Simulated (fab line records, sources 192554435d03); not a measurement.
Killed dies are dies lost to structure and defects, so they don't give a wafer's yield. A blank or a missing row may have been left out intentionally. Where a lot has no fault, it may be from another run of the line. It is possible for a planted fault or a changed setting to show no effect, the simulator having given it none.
Split-lot study + flow n5-finfet + on a route of 1938 steps: 7 lots, 21 wafers read

## THE SPLIT ITSELF
At N5_BEOL_M3_DEP_57 (deposits SiCN from 3MS/NH3, target thk 8 nm, time 14 s), the setting time-s was moved away from the recipe's 14 s on 9 of the 21 wafers read, by -14.1% to +12.6%. This setting was run at the recipe's value on the other wafers.

The reading is taken at the split's own step.

## THE READING
SiCN_of_BEOL_M3_DEP_57.thk-nm (the simulator's own value, which no gauge read), in nm, at N5_BEOL_M3_DEP_57 (deposits SiCN from 3MS/NH3, target thk 8 nm, time 14 s). The file does not state a usual value for it. Across the 12 wafers here that went through the recipe, the average is 8.1 nm and the standard deviation 0.21 nm.

| wafer  | tool, chamber at the split | time-s as run, s | against the recipe | SiCN_of_BEOL_M3_DEP_57.thk-nm, nm | against lot-mates on the recipe |
|--------|----------------------------|------------------|--------------------|-----------------------------------|---------------------------------|
| L079.3 | pecvd-03, 0,1              | 13.02            | -7.0%              | 7.6                               | no lot-mate on the recipe       |
| L079.6 | pecvd-03, 0,1              | 13.02            | -7.0%              | 7.6                               | no lot-mate on the recipe       |
| L079.5 | pecvd-03, 2                | 13.02            | -7.0%              | 7.8                               | no lot-mate on the recipe       |
| L086.2 | pecvd-01, 0                | 14               | recipe             | 8                                 | -                               |
| L086.3 | pecvd-01, 2                | 15.77            | +12.6%             | 9.2                               | +1.2                            |
| L086.6 | pecvd-01, 2                | 15.77            | +12.6%             | 9.2                               | +1.2                            |
| L088.2 | pecvd-04, 0                | 14               | recipe             | 8.2                               | -                               |
| L088.4 | pecvd-04, 1,2              | 14               | recipe             | 8.4                               | -                               |
| L088.6 | pecvd-04, 1,2              | 14               | recipe             | 8.4                               | -                               |
| L091.1 | pecvd-03, 2,0              | 14               | recipe             | 8                                 | -                               |
| L091.6 | pecvd-03, 2,0              | 14               | recipe             | 8                                 | -                               |
| L091.4 | pecvd-03, 2                | 14               | recipe             | 8.2                               | -                               |
| L092.1 | pecvd-01, 0                | 14               | recipe             | 7.8                               | -                               |
| L092.3 | pecvd-01, 1                | 12.02            | -14.1%             | 6.8                               | -1.1                            |
| L092.6 | pecvd-01, 2                | 14               | recipe             | 8                                 | -                               |
| L095.2 | pecvd-04, 1                | 14               | recipe             | 8.2                               | -                               |
| L095.4 | pecvd-04, 2                | 14               | recipe             | 8.4                               | -                               |
| L095.5 | pecvd-04, 0                | 13               | -7.1%              | 7.8                               | -0.5                            |
| L097.3 | pecvd-01, 0                | 14               | recipe             | 7.8                               | -                               |
| L097.4 | pecvd-01, 2                | 13.34            | -4.7%              | 7.6                               | -0.2                            |
| L097.5 | pecvd-01, 0                | 13.34            | -4.7%              | 7.2                               | -0.6                            |
Where a row lists several chambers, the file gives one row for several wafers and doesn't say which wafer went through which chamber.

THE FIT
A straight line over all 21 wafers: SiCN_of_BEOL_M3_DEP_57.thk-nm changes by +0.0846 nm for each +1% of time-s; r = +0.92; the points scatter about the line by 0.23 nm.
The same after taking each lot's own level away (the mean of its wafers on the recipe; 18 wafers): +0.0868 nm for each +1%; r = +0.98; scatter 0.12 nm.
Per that fit: largest time-s move, reading shift of 1.2 nm.
From 7.80 to 8.33 nm: that is the span of the lots' own levels, equal to 2.6 times the standard deviation above.
The two slopes agree, so the slope changes little with the lot-to-lot level.
Check: with one of the wafers moved furthest among these (-14.1%) left out of the fit, the line predicts -1.26 nm for it against its lot-mates. Against them it came out at -1.1 nm.

## THESE WAFERS: OTHER SPLITS
Note: prior to the reading, these wafers also went through further splits. Each is held against what the fit with the lots' levels taken away leaves over:
| other split on the same wafers | wafers away from the commonest value | r with SiCN_of_BEOL_M3_DEP_57.thk-nm (lot level and that fit taken away) |
|--------------------------------|--------------------------------------|--------------------------------------------------------------------------|
| N5_BEOL_M3_EXPOSE_08 dose-mj   | 7                                    | -0.55                                                                    |

## THE FILE'S OWN FIT
SiCN_of_BEOL_M3_DEP_57.thk-nm changes by +0.0835 nm for each +1% of time-s, r = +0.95.
